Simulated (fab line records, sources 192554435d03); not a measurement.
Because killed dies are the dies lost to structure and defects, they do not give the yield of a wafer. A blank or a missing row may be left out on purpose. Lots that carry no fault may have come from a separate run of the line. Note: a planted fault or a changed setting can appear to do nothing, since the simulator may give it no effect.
fab line records	flow n5-finfet
[record] lots = 11	wafers = 31	last-day = 17
route steps=1938 shown BEOL_M11@1571
lots untouched by any fault: they come from a run of this same line in which no faults occurred
start-h: hours from the record's first day to the start of the lot's first wafer shown	wait-h: hours since the lot's step before	" the same as in the row above	L1.1+2: several wafers, shown together as one row	- no value present, or no start provided	* or withheld: withheld	< > ~ a bound
route shown NAME@n: a module of which the file shows steps, and the number in the route of the first	usual: mean/standard deviation of fault-free wafers	same: alike in all rows	chamber/n: place in a boat	sites: per-site readings	_std_site: standard deviation across them	_edge_site: mean of outer sites minus mean of inner sites	radius-mm: how far each site lies from the wafer's centre	mask NAME#n: copy n	behind: the tool/chamber that last shaped the wafer	hold: the reason the lot was held/the length of the hold in hours/how it ended	device: transistor that didn't switch, given as n, p or np	end of line: the same wafers' tests at the end of the route	for a step that has no rows: nothing shown but its recipe	killed: dies that structure and defects cost at the first sort, which is not the same as the wafer's yield	map: the dies of a wafer, with x for killed, . for not killed, _ for no die there
set.NAME: the run value of the setting; set.NAME@STEP: its run value at that earlier step	model.NAME: the simulator's own value behind a step, which no gauge read
steps of the route over a sample of lots; a table a step, a row a wafer
services: a tool's chamber out of use, with start hour (start-h, from the record's first day; less than 0 if before it), hours out, and reason
[[steps]]
[step N5_BEOL_M11_DESCUM_33]
[recipe] chemistry = O2	time-s = 7.9	source-power-w = 50	bias-power-w = 20	pressure-mtorr = 20	rf-frequency-hz = 2.712e+07	temp-c = 40	resist = CAR-ArF	o2-flow-sccm = 225
[usual] drypump-motor-current-A = 5.8/0.49	oes-product-au = 0.80/0.08	rf-vpp-V = 243.5/1.4	showerhead-plenum-p-Torr = 2.11/0.08	temp-c = 40.00/0.11	throttle-valve-pct = 20.51/0.21
[same] time-s = 7.9
lot.wafer	tool	chamber	start-h	wait-h	drypump-motor-current-A	oes-product-au	rf-hours-counter-h	rf-vpp-V	showerhead-plenum-p-Torr	temp-c	throttle-valve-pct
L535.1	rie-diel-05	1	231.98	0.1	5.4	0.76	152	240.2	1.98	40.08	20.30
L535.3	"	3	"	"	5.1	0.95	12	245.6	2.23	40.08	20.28
L535.4	"	0	"	"	6.8	0.82	115	245.4	2.20	40.01	20.29
L538.1	rie-diel-06	3	234.30	0.0	5.9	0.81	100	242.8	2.01	40.07	20.40
L538.4	"	2	"	"	5.4	0.97	1	245.5	2.22	40.07	20.17
L538.5	"	1	"	"	6.3	0.75	-	244.0	2.17	40.12	20.90
L537.1	rie-diel-05	2	245.61	0.3	5.0	0.85	63	242.1	2.04	40.06	20.63
L537.2	"	3	"	"	5.1	0.95	16	243.8	2.23	40.01	20.29
L537.4	"	1	"	"	5.4	0.76	156	241.6	1.98	39.84	20.31
L540.1	rie-diel-03	0	254.95	0.0	5.9	0.79	113	242.9	2.13	40.06	20.70
L540.3	"	3	"	"	5.6	0.71	200	244.0	2.06	39.97	20.47
L540.4	"	1	"	"	6.1	0.72	186	244.0	2.09	39.93	20.52
L541.2	rie-diel-05	2	268.04	0.0	5.1	0.83	69	241.6	2.04	40.16	20.62
L541.5	"	1	"	"	5.4	0.75	-	242.0	1.98	39.77	20.32
L541.6	"	0	"	"	6.8	0.81	-	244.4	2.19	40.05	20.31
L543.2	rie-diel-06	2	289.79	0.5	5.4	0.92	16	244.1	2.22	39.85	20.21
L543.4	"	3	"	"	5.9	0.80	119	243.1	2.00	40.06	20.44
L543.5	"	2	"	"	5.4	0.91	-	246.7	2.22	39.82	20.20
L549.2	rie-diel-06	0	319.36	0.3	5.8	0.90	40	243.0	2.12	40.04	20.58
L549.5	"	3	"	"	5.9	0.79	-	241.6	2.00	40.02	20.46
L551.2	rie-diel-03	1	337.62	0.4	6.1	0.71	215	242.4	2.08	40.00	20.56
L551.3	"	3	"	"	5.6	0.70	229	242.5	2.05	39.99	20.49
L554.3	rie-diel-06	2	344.43	0.1	5.4	0.87	36	245.3	2.21	39.96	20.22
L554.5	"	2	"	"	5.5	0.87	-	245.2	2.21	40.07	20.24
L554.6	"	1	"	"	6.3	0.71	-	243.3	2.16	40.06	20.97
L553.2	rie-diel-06	2	345.05	0.5	5.4	0.87	37	244.7	2.21	39.81	20.23
L553.4	"	0	"	"	5.8	0.87	48	243.0	2.12	39.94	20.58
L553.5	"	3	"	"	5.9	0.78	-	242.1	2.00	39.93	20.46
L555.2	rie-diel-05	0	352.19	0.0	6.8	0.78	148	245.4	2.18	40.05	20.32
L555.3	"	3	"	"	5.1	0.88	42	245.6	2.22	39.94	20.34
L555.5	"	1	"	"	5.4	0.73	-	240.4	1.97	40.05	20.34
[step N5_BEOL_M11_CURE_72]
[recipe] temp-c = 370	time-s = 120	ambient = DMADMS/He	material = SiCOH_lowk
[usual] lamp-power-pct = 52.32/0.058	run-length-s = 178.2/1.2	wafer_temp_C_max = 371.5/0.48
lot.wafer	tool	chamber	start-h	wait-h	lamp-power-pct	run-length-s	wafer_temp_C_max
L535.1	uv-cure-02	0	232.80	0.2	52.36	179.4	371.5
L535.3	"	0	"	"	52.26	179.2	371.7
L535.4	"	0	"	"	52.40	178.8	371.1
L538.1	uv-cure-03	0	234.98	0.0	52.33	178.0	371.3
L538.4	"	0	"	"	52.33	177.1	371.4
L538.5	"	0	"	"	52.16	177.0	371.5
L537.1	uv-cure-03	0	246.30	0.0	52.26	177.2	370.8
L537.2	"	0	"	"	52.28	177.3	371.1
L537.4	"	0	"	"	52.34	177.3	370.9
L540.1	uv-cure-01	2	255.64	0.0	52.37	178.7	372.1
L540.3	"	2	"	"	52.34	177.8	371.9
L540.4	"	2	"	"	52.22	178.1	371.6
L541.2	uv-cure-03	0	268.81	0.1	52.40	177.4	371.2
L541.5	"	0	"	"	52.35	177.3	371.4
L541.6	"	0	"	"	52.31	177.3	371.4
L543.2	uv-cure-02	1	290.53	0.1	52.27	177.9	371.3
L543.4	"	1	"	"	52.32	178.2	370.7
L543.5	"	1	"	"	52.21	177.8	370.7
L549.2	uv-cure-02	2	320.10	0.1	52.40	225.7	372.1
L549.5	"	2	"	"	52.23	177.2	372.4
L551.2	uv-cure-02	2	338.36	0.1	52.31	225.6	371.8
L551.3	"	2	"	"	52.33	177.2	371.4
L554.3	uv-cure-03	1	345.48	0.4	52.31	178.1	371.0
L554.5	"	1	"	"	52.38	177.9	371.1
L554.6	"	1	"	"	52.40	177.8	371.2
L553.2	uv-cure-03	0	345.79	0.1	52.37	177.2	371.0
L553.4	"	0	"	"	52.27	177.8	371.4
L553.5	"	0	"	"	52.33	177.3	371.0
L555.2	uv-cure-03	0	353.02	0.2	52.26	177.8	371.0
L555.3	"	0	"	"	52.35	177.2	371.3
L555.5	"	0	"	"	52.32	177.5	371.0
[step N5_BEOL_M11_ALD_74]
[recipe] material = TaN	target-thk-a = 20	temp-c = 275	ald-precursor-family = PDMAT	ald-co-reactant = NH3	pressure-torr = 3	carrier-flow-sccm = 1500	pulse-time-s = 2	purge-time-s = 3	co-reactant-purge-time-s = 2	co-reactant-pulse-time-s = 3	ald-cycles = 40	precursor-vessel-temp-c = 75	precursor-vessel-pressure-torr = 26.25	precursor-vessel-carrier-sccm = 1000
[usual] heater-power-w = 459/45	susceptor-temp-C = 275.00/0.2
[same] purge-time-s = 3
lot.wafer	tool	chamber	start-h	wait-h	heater-power-w	susceptor-temp-C
L535.1	ald-metal-01	0	233.64	0.1	435	275.29
L535.3	"	3	"	"	440	275.15
L535.4	"	2	"	"	446	275.04
L538.1	ald-metal-03	1	235.66	0.1	424	275.11
L538.4	"	2	"	"	510	275.18
L538.5	"	3	"	"	512	275.13
L537.1	ald-metal-02	3	248.45	0.0	496	274.79
L537.2	"	0	"	"	385	275.02
L537.4	"	1	"	"	532	275.15
L540.1	ald-metal-03	1	258.07	0.0	416	275.00
L540.3	"	3	"	"	507	275.11
L540.4	"	2	"	"	525	275.05
L541.2	ald-metal-01	0	269.82	0.0	427	275.46
L541.5	"	2	"	"	458	275.16
L541.6	"	3	"	"	447	274.77
L543.2	ald-metal-03	3	290.93	0.0	512	274.96
L543.4	"	1	"	"	422	274.12
L543.5	"	3	"	"	511	274.78
L549.2	ald-metal-02	0	322.10	0.0	378	274.96
L549.5	"	2	"	"	490	275.25
L551.2	ald-metal-02	3	338.82	0.1	503	275.20
L551.3	"	0	"	"	375	275.00
L554.3	ald-metal-02	0	346.08	0.2	379	275.01
L554.5	"	0	"	"	378	275.09
L554.6	"	3	"	"	493	275.16
L553.2	ald-metal-02	2	346.93	0.0	508	274.96
L553.4	"	0	"	"	384	275.11
L553.5	"	1	"	"	515	274.81
L555.2	ald-metal-01	1	355.03	0.0	447	274.87
L555.3	"	3	"	"	453	274.77
L555.5	"	0	"	"	431	275.09
[step N5_BEOL_M11_CMP_52]
[recipe] stop-on = SiCOH_lowk	t-overpolish-s = 7	down-force-psi = 1	platen-rpm = 50	clearing-platen-down-force-psi = 1.5	clearing-platen-rpm = 50	post-cmp-clean = cu-alkaline	target-thk-nm = 140	clearing-platen-pad-velocity-m-s = 0.99484	pad-velocity-m-s = 0.99484
[usual] barrier-field-endpoint-s = 29.1/0.69	motor-current-A = 6.1/0.7	overpolish-run-s = 6.999/0.0099	time-to-endpoint-s = 67/3.2
lot.wafer	tool	chamber	start-h	wait-h	barrier-field-endpoint-s	motor-current-A	overpolish-run-s	time-to-endpoint-s
L535.1	cmp-03	0	234.75	0.3	29.7	5.6	6.988	67
L535.3	"	1	"	"	30.0	6.4	6.975	70
L535.4	"	2	"	"	30.3	6.1	6.981	71
L538.4	cmp-04	1	236.81	0.2	29.5	5.6	6.995	66
L538.1	"	2	"	"	28.7	7.0	6.999	63
L538.5	"	0	"	"	29.0	6.8	6.995	66
L537.2	cmp-01	1	250.59	0.2	28.3	5.1	7.005	68
L537.1	"	2	"	"	29.1	7.3	6.995	70
L537.4	"	3	"	"	28.6	5.2	7.008	67
L540.4	cmp-04	1	259.21	0.2	30.2	5.8	6.993	69
L540.1	"	2	"	"	28.8	7.2	6.992	65
L540.3	"	3	"	"	27.7	5.3	7.003	63
L541.2	cmp-01	2	270.96	0.2	28.3	7.1	6.995	66
L541.6	"	1	"	"	28.2	5.3	7.001	61
L541.5	"	2	"	"	29.5	7.0	7.003	64
L543.2	cmp-01	0	292.70	0.2	29.4	7.0	6.989	68
L543.4	"	2	"	"	28.7	7.2	7.004	62
L543.5	"	0	"	"	30.1	6.6	6.986	68
L549.2	cmp-04	0	323.53	0.2	28.7	6.7	7.012	68
L549.5	"	3	"	"	28.8	5.6	6.979	66
L551.3	cmp-01	3	340.30	0.2	28.3	5.4	7.006	68
L551.2	"	2	"	"	30.2	7.3	6.997	71
L554.3	cmp-04	0	347.71	0.2	29.0	7.1	7.000	68
L554.5	"	0	"	"	29.4	6.8	7.009	70
L554.6	"	1	"	"	30.5	5.8	6.994	69
L553.2	cmp-04	1	348.41	0.2	29.3	5.4	7.008	73
L553.4	"	3	"	"	29.1	5.4	6.997	69
L553.5	"	1	"	"	29.2	5.6	7.010	72
L555.3	cmp-03	3	356.13	0.2	28.7	5.7	6.993	67
L555.2	"	0	"	"	29.9	5.7	7.011	66
L555.5	"	3	"	"	28.3	5.5	7.004	59
[[services]]
tool	chamber	start-h	hours	kind
uv-cure-02	-	210.46	2.8	pm
cmp-01	-	215.26	4.0	pm
uv-cure-01	-	220.47	1.0	pm
rie-diel-06	-	230.51	0.5	repair
cmp-04	-	233.64	1.8	repair
rie-diel-06	2	237.70	13.5	repair
ald-metal-01	-	245.91	2.8	pm
uv-cure-02	-	252.87	0.4	repair
cmp-04	-	258.03	0.8	repair
rie-diel-03	-	272.44	14.6	pm
cmp-03	-	276.92	1.5	repair
cmp-01	-	281.67	3.9	repair
ald-metal-02	1	288.42	30.4	repair
uv-cure-02	-	293.88	0.3	repair
ald-metal-01	1	296.00	6.9	repair
ald-metal-01	-	307.34	1.3	repair
rie-diel-05	3	311.98	18.2	repair
rie-diel-05	2	324.13	30.9	repair
cmp-04	-	328.23	4.0	pm
uv-cure-01	-	328.61	6.0	pm
ald-metal-01	-	337.25	14.0	pm
uv-cure-01	-	343.48	25.3	repair
ald-metal-02	0	351.13	3.6	repair
cmp-01	-	352.54	5.1	pm
[[key]]
[first-sign] step = N5_BEOL_M11_CURE_72	reading = run-length-s	direction = up	sigmas = 39	usual = *	struck = *
effect none on later readings
met-at N5_BEOL_M11_CURE_72
struck-lots L549,L551
struck-wafers L549.2,L551.2
not-acting-at N5_BEOL_M11_DESCUM_33,N5_BEOL_M11_ALD_74,N5_BEOL_M11_CMP_52
onset-between 290.53 320.10
[fault] kind = process-parameter-drift	tool = uv-cure-02	chamber = -	onset-h = 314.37	steps = N5_BEOL_M11_CURE_72	channel = time-s	offset = *	shape = step	end-h = 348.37	scope = struck-wafers-only	acts-in = *	stated = *
